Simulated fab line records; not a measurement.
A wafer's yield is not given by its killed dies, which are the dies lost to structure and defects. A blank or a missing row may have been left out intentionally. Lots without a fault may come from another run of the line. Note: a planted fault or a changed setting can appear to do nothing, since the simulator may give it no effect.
A struck lot beside a sound one -- flow n5 finfet -- 31 out of 1938 route steps
Sound: these wafers, L226.1, L226.4, L226.6. Struck: wafer L235.2; the same lot's L235.1 was not struck, so it is left out; see the end for the cause.
Each step with rows lists, per side, the tool, then ch with its chambers, then its first start. Under that, the readings that differ: sound wafers -- struck wafers -- difference of the means -- sigmas: that difference in standard deviations of wafers without a fault.
alike: words and numbers the same on both sides, and readings whose means are apart by under 2 such deviations; not compared: readings that were withheld, readings missing a value for some wafer, numbers with overlapping values and no deviation given by the record, and bounds like >300 which may hide the same value.
The two part at a step that has a row with sigmas, a row that says differs or no value, or rows on one side only. When numbers do not overlap yet have no deviation, they are printed without sigmas and do not part them. Lack of a reading on every wafer of one side parts them only where that side has two or more wafers.

first, 8 steps without rows for these wafers: N5_ILD0_LINER_00 (material SiNx, target thk 4 nm, pulse time 1 s, purge time 2 s); N5_ILD0_FCVD_FILL_01 (material SiO2 flowable, target thk 200 nm, time 328.3 s); N5_ILD0_CURE_02 (time 1800 s); N5_ILD0_CMP_03 (polishes, stops on SiNx, t overpolish 1.9 s, target thk 197.38 nm); N5_ILD0_CMP_07 (polishes SiO2 flowable, stops on poly-Si, t overpolish 1.18 s, target thk 138.88 nm); N5_ILD0_PRECLEAN_10 (cleans in NF3:NH3, afs cycles 5, time 20 s, sublimation time 60 s); N5_ILD0_ALD_15 (deposits SiNx, target thk 24 nm, pulse time 1 s, ald cycles 480); N5_ILD0_CMP_12 (polishes SiNx, stops on poly-Si, t overpolish 6 s, target thk 17.67 nm).
N5_SDB_HM_DEP_00: deposits SiNx from SiH4/NH3/N2, target thk 40 nm, time 35.3 s.
  sound on pecvd-03 ch 0,1, day 4 23:41; struck on pecvd-03 ch 1, day 7 10:09
  alike: heater power w, showerhead plenum p Torr, throttle valve pct
  not compared: model.SiNx_of_SDB_HM_DEP_00.thk nm
then, 13 steps without rows for these wafers: N5_SDB_COAT_03 (time 60 s, resist thk 100 nm); N5_SDB_COAT_04 (time 60 s, resist thk 18 nm); N5_SDB_COAT_05 (resist thk 90 nm); N5_SDB_EBR_07; N5_SDB_SOFTBAKE_06 (time 60 s); N5_SDB_EXPOSE_08 (exposes mask SDB); N5_SDB_PEB_09 (peb time 60 s); N5_SDB_DEVELOP_10 (develop time 30 s); N5_SDB_DESCUM_16 (chemistry O2, time 7.9 s); N5_SDB_ETCH_17 (etches SiARC in CF4, target depth 23.4 nm, time 39 s); N5_SDB_ETCH_18 (etches SOC in N2/H2, target depth 100 nm, overetch 20 nm, time 150 s); N5_SDB_STRIP_19 (strips in N2/H2); N5_SDB_STRIP_21 (strips in CF4).
N5_SDB_HM_OPEN_20: chemistry CH3F/O2, target SiNx, stops on poly-Si, target depth 24 nm.
  sound on rie diel-04 ch 0,2, day 5 00:28; struck on rie diel-03 ch 0, day 7 10:47
  alike: drypump motor current A, oes product au, rf vpp V, showerhead plenum p Torr, throttle valve pct
  not compared: rf hours counter h, model.etch.depth nm
then, 5 steps without rows for these wafers: N5_SDB_STRIP_22 (strips in N2/H2); N5_SDB_PRECLEAN_23 (cleans in dHF, time 30 s); N5_SDB_DUMMY_REMOVE_24 (chemistry TMAH, target poly-Si, stops on SiO2, target depth 142 nm, time 57 s, rinse time 30 s); N5_SDB_ETCH_25 (etches SiO2 in C4F6/O2, target depth 10 nm, time 3.3 s); N5_SDB_CUT_ETCH_26 (etches Si in HBr/Cl2/O2, target depth 129.6 nm, bt time 20 s, time 51.8 s).
N5_SDB_PRECLEAN_38: cleans in dHF, time 10 s.
  sound on wet bench-02 ch 1,2,4, day 5 00:58; struck on wet bench-05 ch 7, day 7 11:17
  not compared: model.SiNx_of_SDB_HM_DEP_00.thk nm
then, 1 step without rows for these wafers: N5_SDB_PRECLEAN_39 (cleans in O3/DIW, time 45 s).
-- the record jumps here: 6 days lie between the struck wafers' starts before and after (it left off in module SDB and takes up again in module BEOL_M4, whose first step shown is number 1111 of the route) --
N5_BEOL_M4_RC_MEAS_101:
  sound on prober-02 ch 0, day 10 20:44; struck on prober-02 ch 0, day 13 14:07
  alike: DIBL_N, DIBL_P, IOFF_N, IOFF_P, ION_N, ION_P, SS_N, SS_P, VT_N, VT_P

== WHERE THEY PART ==
Nowhere in this record.

WHY: what had been put in by the simulator
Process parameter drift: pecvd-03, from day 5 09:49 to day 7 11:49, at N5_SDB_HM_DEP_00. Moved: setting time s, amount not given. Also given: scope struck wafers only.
